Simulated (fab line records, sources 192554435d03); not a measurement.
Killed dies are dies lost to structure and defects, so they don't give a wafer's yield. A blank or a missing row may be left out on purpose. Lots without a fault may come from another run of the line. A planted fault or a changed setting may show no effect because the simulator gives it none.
fab line records | flow n5_finfet
record lots=4 wafers=12 last_day=16
route steps=1938 shown GATE_CUT@498 MOL_CONTACT_COAG@517 PASSIVATION@1936
lots that met no fault: from a run of the same line without faults
start_h: hours from the record's first day to the start of the lot's first wafer shown | wait_h: hours since the lot's step before | " the same as in the row above | L1.1+2: a row that stands for several wafers | - no value, or no start given | * or withheld: withheld | < > ~ a bound
route shown NAME@n: a module of which the file shows steps, and the number in the route of the first | usual: mean/standard deviation of fault-free wafers | same: alike in all rows | chamber/n: place in a boat | sites: the reading at each site | _std_site: their standard deviation | _edge_site: outer sites' mean less inner sites' | radius_mm: how far each site lies from the wafer's centre | mask NAME#n: copy n | behind: the tool/chamber that last shaped the wafer | hold: why the lot was held/for how many hours/how that ended | device: the transistor (n, p or np) that didn't switch | end of line: the same wafers' tests at the end of the route | a step without rows: its recipe alone | killed: dies lost to structure and defects at the first sort, not the wafer's yield | map: a wafer's dies, x killed, . not, _ none there
set.NAME: the setting as run; set.NAME@STEP: as run at that earlier step | model.NAME: the simulator's own value behind a step, which no gauge read
lots at some steps of the route; a table a step, a row a wafer
services: from which hour (start_h, from the record's first day; less than 0 if before it) a tool's chamber was out of use, for how many hours, and why
## steps
# step N5_GATE_CUT_STRIP_42
# recipe chemistry=O2 power_w=400 temp_c=40 pressure_mtorr=30 rf_frequency_hz=6e+07 bias_power_w=0 overash_fraction=0.3 o2_flow_sccm=225
# step N5_GATE_CUT_ETCH_19
# recipe chemistry=CH3F/O2 target=SiNx mask_material=SiO2 target_depth_a=537 time_s=76.7 pressure_mtorr=30 source_w=395 bias_w=73 Ar_flow_sccm=150 CH3F_flow_sccm=30 O2_flow_sccm=20 ion_energy_ev=120 ends=cleared
# step N5_GATE_CUT_CUT_ETCH_53
# recipe chemistry=SF6/Cl2 target=W mask_material=SiO2 target_depth_a=792 pressure_mtorr=8 icp_w=900 bias_w=80 SF6_flow_sccm=40 Cl2_flow_sccm=60 ends=cleared
# step N5_GATE_CUT_CUT_ETCH_54
# recipe chemistry=Cl2/BCl3 target=TiN mask_material=SiO2 target_depth_a=967 pressure_mtorr=10 icp_w=1000 bias_w=126 Cl2_flow_sccm=53.25 bcl3_flow_sccm=21.75 Ar_flow_sccm=25 ends=cleared
# step N5_GATE_CUT_CUT_ETCH_55
# recipe chemistry=BCl3 target=HfO2 mask_material=SiO2 target_depth_a=32 ion_energy_ev=30 pressure_mtorr=5 icp_w=450 bias_w=18 bcl3_flow_sccm=80
# step N5_GATE_CUT_ETCH_47
# recipe chemistry=Cl2/BCl3 target=SiO2 target_depth_a=100 pressure_mtorr=10 icp_w=1000 bias_w=126 Cl2_flow_sccm=53.25 bcl3_flow_sccm=21.75 Ar_flow_sccm=25
# step N5_GATE_CUT_VAPOR_ETCH_48
# recipe chemistry=BCl3/Cl2 target=TiN mode=isotropic
# step N5_GATE_CUT_VAPOR_ETCH_49
# recipe chemistry=BCl3/Cl2 target=TiAlC mode=isotropic
# step N5_GATE_CUT_VAPOR_ETCH_51
# recipe chemistry=BCl3/Cl2 target=HfO2 mode=isotropic
# step N5_GATE_CUT_STRIP_21
# recipe chemistry=N2/H2 time_s=30 power_w=1000 temp_c=250 pressure_mtorr=withheld n2_flow_sccm=1750 h2_flow_sccm=3250
# step N5_GATE_CUT_STRIP_29
# recipe chemistry=post_etch_residue_remover time_s=60 temp_c=25 remover_ph=withheld remover_water_wt_pct=withheld remover_fluoride_wt_pct=withheld
# step N5_GATE_CUT_SRD_52
# recipe dry=ipa_marangoni time_s=30 temp_c=23 rinse_liquid=diw
# step N5_GATE_CUT_ALD_22
# recipe material=SiNx target_thk_a=160 temp_c=400 ald_precursor_family=SiH2I2 ald_co_reactant=N2/H2-plasma pulse_time_s=1 ald_cycles=320 purge_time_s=2 co_reactant_purge_time_s=2 pressure_torr=2
# usual chamber_pressure_Torr=2.000/0.0047 heater_power_w=804/85 precursor_pulse_height_rel=1.001/0.017
# columns lot.wafer tool chamber start_h wait_h chamber_pressure_Torr heater_power_w precursor_pulse_height_rel
L312.4 ald_sin-02 3 87.06 1.1 2.007 735 1.008
L312.5 " 1 " " 1.993 698 0.992
L312.6 " 0 " " 1.995 954 0.979
L320.1 ald_sin-04 0 136.78 0.0 1.997 916 1.031
L320.4 " 3 " " 1.999 722 1.018
L320.5 " 1 " " 2.001 808 1.015
L327.1 ald_sin-04 0 174.11 0.0 1.995 918 1.017
L327.4 " 2 " " 2.000 805 1.002
L327.5 " 0 " " 2.001 911 0.991
L330.3 ald_sin-04 1 194.39 0.0 1.999 779 0.997
L330.5 " 1 " " 2.001 766 1.016
L330.6 " 2 " " 2.004 816 1.004
# step N5_GATE_CUT_CMP_23
# recipe stop_on=SiO2 t_overpolish_s=23.4 post_cmp_clean=alkaline_brush down_force_psi=2.5 platen_rpm=51.8 pad_velocity_m_s=1.0307 target_thk_nm=16
# step N5_GATE_CUT_CMP_43
# recipe material=SiO2 post_cmp_clean=rinse_only
# step N5_GATE_CUT_CMP_61
# recipe stop_on=SiNx t_overpolish_s=3 post_cmp_clean=alkaline_brush down_force_psi=4 platen_rpm=27.09 pad_velocity_m_s=0.539
# step N5_MOL_CONTACT_COAG_COAT_103
# recipe resist=SOC temp_c=250 time_s=60 spin_rpm=1500 resist_thk_nm=80
# step N5_MOL_CONTACT_COAG_COAT_104
# recipe resist=SiARC temp_c=220 time_s=60 spin_rpm=1500 resist_thk_nm=12
# step N5_MOL_CONTACT_COAG_COAT_58
# recipe resist=underlayer temp_c=205 time_s=60 spin_rpm=1500 resist_thk_nm=10
# step N5_MOL_CONTACT_COAG_COAT_02
# recipe resist=CAR-EUV spin_rpm=1500 resist_thk_nm=30
# step N5_MOL_CONTACT_COAG_EBR_04
# recipe solvent=PGMEA ebr_width_mm=1.5
# step N5_MOL_CONTACT_COAG_SOFTBAKE_03
# recipe temp_c=110 time_s=60 resist=CAR-EUV
# step N5_MOL_CONTACT_COAG_EXPOSE_05
# recipe mask_id=CA na=0.33 source_shape=annular sigma_inner=0.4 sigma_outer=0.8 polarization=unpolarized defocus_nm=0 dose_mj=38.25
# step N5_MOL_CONTACT_COAG_PEB_06
# recipe peb_temp_c=100 peb_time_s=60 resist=CAR-EUV
# step N5_MOL_CONTACT_COAG_DEVELOP_07
# recipe develop_time_s=30 developer=TMAH resist=CAR-EUV rinse_liquid=surfactant_rinse dry=air_spin dev_temp_c=23
# step N5_MOL_CONTACT_COAG_DESCUM_13
# recipe chemistry=O2 time_s=7 source_power_w=50 bias_power_w=20 pressure_mtorr=20 rf_frequency_hz=2.712e+07 temp_c=40 resist=CAR-EUV o2_flow_sccm=225
# step N5_MOL_CONTACT_COAG_ETCH_59
# recipe chemistry=N2/H2 target=underlayer target_depth_a=130 mask_material=CAR-EUV time_s=10.4 ion_energy_ev=200 pressure_mtorr=30 source_w=840 bias_w=150 n2_flow_sccm=200 h2_flow_sccm=200 ends=cleared
# step N5_MOL_CONTACT_COAG_ETCH_105
# recipe chemistry=CF4 target=SiARC target_depth_a=156 mask_material=CAR-EUV time_s=26 ion_energy_ev=80 pressure_mtorr=40 source_w=545 bias_w=36 Ar_flow_sccm=100 cf4_flow_sccm=100 ends=cleared
# step N5_MOL_CONTACT_COAG_ETCH_106
# recipe chemistry=N2/H2 target=SOC target_depth_a=800 overetch_a=160 mask_material=SiARC temp_c=40 time_s=120 ion_energy_ev=200 pressure_mtorr=30 source_w=840 bias_w=150 n2_flow_sccm=200 h2_flow_sccm=200
# step N5_MOL_CONTACT_COAG_STRIP_107
# recipe chemistry=N2/H2 temp_c=40 n2_flow_sccm=200 h2_flow_sccm=200 rf_frequency_hz=6e+07
# step N5_MOL_CONTACT_COAG_STRIP_108
# recipe chemistry=N2/H2 temp_c=40 n2_flow_sccm=200 h2_flow_sccm=200 rf_frequency_hz=6e+07
# step N5_MOL_CONTACT_COAG_CONTACT_ETCH_14
# recipe chemistry=C4F6/O2 target=SiO2 target_depth_a=275 overetch_a=85 mask_material=SOC pressure_mtorr=30 source_w=370 bias_w=185 Ar_flow_sccm=300 C4F6_flow_sccm=16 O2_flow_sccm=10 time_s=20 ion_energy_ev=259.6
# step N5_MOL_CONTACT_COAG_STRIP_109
# recipe chemistry=C4F6/O2 resist=SiARC rf_frequency_hz=6e+07
# step N5_MOL_CONTACT_COAG_ETCH_15
# recipe chemistry=CH3F/O2 target=SiNx target_depth_a=70 mask_material=SOC stop_on=Si:P over_etch_frac=0.75 ion_energy_ev=120 pressure_mtorr=30 source_w=395 bias_w=73 Ar_flow_sccm=150 CH3F_flow_sccm=30 O2_flow_sccm=20
# step N5_MOL_CONTACT_COAG_ETCH_110
# recipe chemistry=CF4/O2 target=Si target_depth_a=25 time_s=8 pressure_mtorr=100 source_w=200 bias_w=12 ion_energy_ev=60 Ar_flow_sccm=100 cf4_flow_sccm=100 O2_flow_sccm=10
# step N5_MOL_CONTACT_COAG_STRIP_98
# recipe chemistry=N2/H2 power_w=500 temp_c=40 pressure_mtorr=50 rf_frequency_hz=6e+07 overash_fraction=0.3 bias_power_w=8 h2_frac=0.5 n2_flow_sccm=300 h2_flow_sccm=300
# step N5_PASSIVATION_PROBE_49
# usual killed_at_M0_to_M3=33/9.1 killed_at_M4_up=14/5.6 killed_at_contacts=13/5.7 killed_at_front_end=42/12 killed_at_other=4/3 killed_dies=105/16 killed_on_rim=13/4 killed_open=69/11 killed_short=34/7.5
# same gross_dies=1180 killed_at_back_side=0
# columns lot.wafer tool chamber start_h wait_h killed_at_M0_to_M3 killed_at_M4_up killed_at_contacts killed_at_front_end killed_at_other killed_dies killed_on_rim killed_open killed_short
L320.1 prober-02 - 309.73 0.0 40 6 18 35 1 100 19 65 34
L320.4 prober-02 - 309.88 0.2 28 9 7 32 1 77 11 50 27
L320.5 prober-02 - 309.93 0.2 50 10 7 44 3 114 6 72 40
L327.1 prober-02 - 345.99 0.0 33 22 16 367 5 443 152 89 43
L327.4 prober-02 - 346.14 0.2 37 25 10 352 4 428 152 83 40
L327.5 prober-02 - 346.19 0.2 24 16 12 355 3 410 152 68 32
L330.3 prober-01 - 378.34 0.1 25 24 12 361 6 428 152 72 39
L330.5 prober-01 - 378.44 0.2 45 15 15 352 7 434 151 91 46
L330.6 prober-01 - 378.49 0.3 22 22 15 359 9 427 151 82 46
# killed by level:class
L320.1 MOL_CONTACT_COAG:geometric_particle:open=16 BEOL_M1:geometric_particle:open=11 FIN_SAQP:geometric_particle:short=7 BEOL_M3:geometric_particle:open=7 GATE_CUT:geometric_particle:open=5 BEOL_M0_SAQP:geometric_particle:short=5 STI_FIN_REVEAL:geometric_particle:open=4 GATE_CUT:geometric_particle:short=4
L320.4 BEOL_M1:geometric_particle:open=7 ILD0:geometric_particle:short=6 BEOL_M2:geometric_particle:open=5 BEOL_M3:geometric_particle:open=5 FIN_SAQP:geometric_particle:short=4 MOL_CONTACT_COAG:geometric_particle:open=4 BEOL_M0_SAQP:geometric_particle:short=4 BEOL_M6:geometric_particle:open=4
L320.5 BEOL_M0_SAQP:geometric_particle:open=16 BEOL_M0_SAQP:geometric_particle:short=10 BEOL_M1:geometric_particle:open=10 FIN_SAQP:geometric_particle:open=9 BEOL_M3:geometric_particle:open=9 FIN_SAQP:geometric_particle:short=8 STI_FIN_REVEAL:geometric_particle:open=6 GATE_CUT:geometric_particle:short=6
L327.1 GATE_CUT:area_ald=309 STI_FIN_REVEAL:geometric_particle:open=22 MOL_CONTACT_COAG:geometric_particle:open=11 FIN_SAQP:geometric_particle:open=10 BEOL_M0_SAQP:geometric_particle:open=9 BEOL_M4:geometric_particle:open=9 BEOL_M0_SAQP:geometric_particle:short=7 BEOL_M3:geometric_particle:open=6
L327.4 GATE_CUT:area_ald=301 STI_FIN_REVEAL:geometric_particle:open=16 BEOL_M4:geometric_particle:open=12 BEOL_M0_SAQP:geometric_particle:short=9 STARTING-WAFER:geometric_particle:open=8 MOL_CONTACT_COAG:geometric_particle:open=7 FIN_SAQP:geometric_particle:short=6 BEOL_M0_SAQP:geometric_particle:open=6
L327.5 GATE_CUT:area_ald=308 STI_FIN_REVEAL:geometric_particle:open=17 GATE_CUT:geometric_particle:short=9 MOL_CONTACT_COAG:geometric_particle:open=8 FIN_SAQP:geometric_particle:open=7 BEOL_M1:geometric_particle:open=7 BEOL_M0_SAQP:geometric_particle:open=6 BEOL_M4:geometric_particle:open=5
L330.3 GATE_CUT:area_ald=316 BEOL_M4:geometric_particle:open=13 FIN_SAQP:geometric_particle:short=12 FIN_SAQP:geometric_particle:open=12 MOL_CONTACT_COAG:geometric_particle:open=8 BEOL_M1:geometric_particle:open=5 BEOL_M3:geometric_particle:open=5 DUMMY_GATE:geometric_particle:open=4
L330.5 GATE_CUT:area_ald=296 STI_FIN_REVEAL:geometric_particle:open=18 FIN_SAQP:geometric_particle:open=12 MOL_CONTACT_COAG:geometric_particle:open=12 BEOL_M4:geometric_particle:open=10 BEOL_M2:geometric_particle:open=9 FIN_SAQP:geometric_particle:short=8 BEOL_M3:geometric_particle:open=8
L330.6 GATE_CUT:area_ald=299 BEOL_M4:geometric_particle:open=14 MOL_CONTACT_COAG:geometric_particle:open=14 FIN_SAQP:geometric_particle:short=12 FIN_SAQP:geometric_particle:open=12 STI_FIN_REVEAL:geometric_particle:open=9 BEOL_M3:geometric_particle:open=8 BEOL_M0_SAQP:geometric_particle:short=7
# map L327.1 (x killed, . not)
_________________xxxxxxxxxxxx________________
______________xxxxxxxx.xxxxxxxxx_____________
___________xxxxxxxxxx.x.xxxxxxxxxxx__________
__________xxxxxxxxx..x..x..xxx.x.xxx_________
________xxxxxx................x.xxxxxx_______
_______xxxx.xx......x.....x....x...xxxx______
______xxxxx........................xxxxx_____
_____xxxxxx................xx.x.x....xxxx____
____xxxxx...............x..x.......x.xxxxx___
___xxxxx.......x...............x.x.....xxxx__
___xxx......x..x......x.x..............xxxx__
__xxxx....x.................x..........xxxxx_
__xx.x.................x...x....x........xxx_
_xxx..............x......x........x....xxxxxx
_xxxx..x.................x........xx......xxx
_xxxx....x........................x.x...xxxxx
_xxxx...........x......x..x....x..........xxx
_xxxx......x..........xx..................xxx
_xxxx............x.....xxx.x..........x...xxx
_xxxxx.xx........xx.......x..............xxxx
_xxxx......x.....x.........xx...x........xxxx
__xxxx.......x....x....x.........x.....x.xxx_
__xxx..x......x........x...x.x..x.x..x..xxxx_
___xxxxx......x........x.x..........x..xxxx__
___xxxxxx.............................xxxxx__
____xxxxx......................x...x.x.xxx___
_____xxx..........................x.x.xxx____
______xxxxx.x..................x...xxxxx_____
_______xxxx..x..x................xxxxxx______
________xxxxxxx.xx..............xxxxxx_______
__________xxxxxxx........x...xxxxxxx_________
___________xxxxxxxxx.x.x...xxxxxxxx__________
______________xxxxxxxx.xxxxxxxxx_____________
_________________xxxxxxxxxxxx________________
# map L330.5 (x killed, . not)
_________________xxxxxxxxxxxx________________
______________xxx.xxxxxxx.xxxxxx_____________
___________xxxxxxx......xx.xxxxxxxx__________
__________xxxx.xx.x.x......x..xxxxxx_________
________xxxxxx.x.x.........x...x.xxxxx_______
_______xxxxx...xx.....x....x...x.xxxxxx______
______xxxxxxx...................x..x.xxx_____
_____xx..........x.......x.....x....xxxxx____
____xxxx.x.......x.x.x...............xxxxx___
___xxxxx.........x........x.........x..xxxx__
___xxxx...x............................xxxx__
__xxxxx...............x...x.....x..x...xxxxx_
__xx.x..x...............................xxxx_
_xxx......xx........x..x..x............xxxxxx
_xxx.....................x.....x.....x..xxxxx
_xxx...x..x...x.....x....xx..............xxxx
_xxx........x.....x........xxx........xx..xxx
_xxxx......x.............................xxxx
_xxxxx...............x..x..........xx....xxxx
_xxxxx..........x................x...x.xxxxxx
_xxx.x......................x...........xxxxx
__xxxx.......x......x..........x....xxx..xxx_
__xxxx...........x...............x......x.xx_
___xx...x..............xx.........x...x.xxx__
___xxx...x..................x..........xxxx__
____xxxxx..x......x..........x.........xxx___
_____xxx.x...xx......xx............x..xxx____
______xxxxx.............x.......x...xxxx_____
_______xxxxxx....x........x......xx.xxx______
________xxxxxx.x..............xx.xxxxx_______
__________xxxxxxxxx....x..x..xxxxxxx_________
___________xxxxxxxx...x.x.xxxxxxxxx__________
______________xxxxxxx.xxxxxxxxxx_____________
_________________xxxxxxxxxxxx________________
## services
# columns tool chamber start_h hours kind
ald_sin-02 - 70.28 0.8 pm
ald_sin-02 1 93.30 6.1 repair
ald_sin-04 - 176.75 14.0 pm
ald_sin-04 0 176.75 14.0 vent_cycle
ald_sin-04 1 176.75 14.0 vent_cycle
ald_sin-04 2 176.75 14.0 vent_cycle
ald_sin-04 3 176.75 14.0 vent_cycle
ald_sin-02 0 181.20 4.4 repair
ald_sin-04 0 190.75 - clean
ald_sin-04 1 190.75 - clean
ald_sin-04 2 190.75 - clean
ald_sin-04 3 190.75 - clean
ald_sin-04 3 191.51 5.3 repair
ald_sin-02 - 193.37 2.7 repair
## key
first_sign step=N5_PASSIVATION_PROBE_49 reading=killed_at_front_end direction=up sigmas=26 usual=42 struck=358
effect step=N5_PASSIVATION_PROBE_49 reading=killed_dies direction=up sigmas=20 usual=105 struck=428
more_kills_born_at N5_GATE_CUT_ALD_22@ald_sin-04=1829
met_at N5_GATE_CUT_ALD_22
struck_wafers L327.1,L327.4,L327.5,L330.3,L330.5,L330.6
tester_left_out L327,L330
onset_between 136.78 174.11
also_fits time
fault kind=site_profile_drift tool=ald_sin-04 chamber=- onset_h=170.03 steps=N5_GATE_CUT_ALD_22 basis=fraction max_abs_drift=0.30063 slope_share_per_hr=66.807 site_pattern=0,0,0,0,0,-1,-1,-1,-1
# tester_left_out: of these lots the tester's yield and bins aren't shown, on N5 and GAA mostly nor the transistor test; their killed dies are dies lost to structure and defects alone, not to doping, threshold or leakage, so they don't give the yield
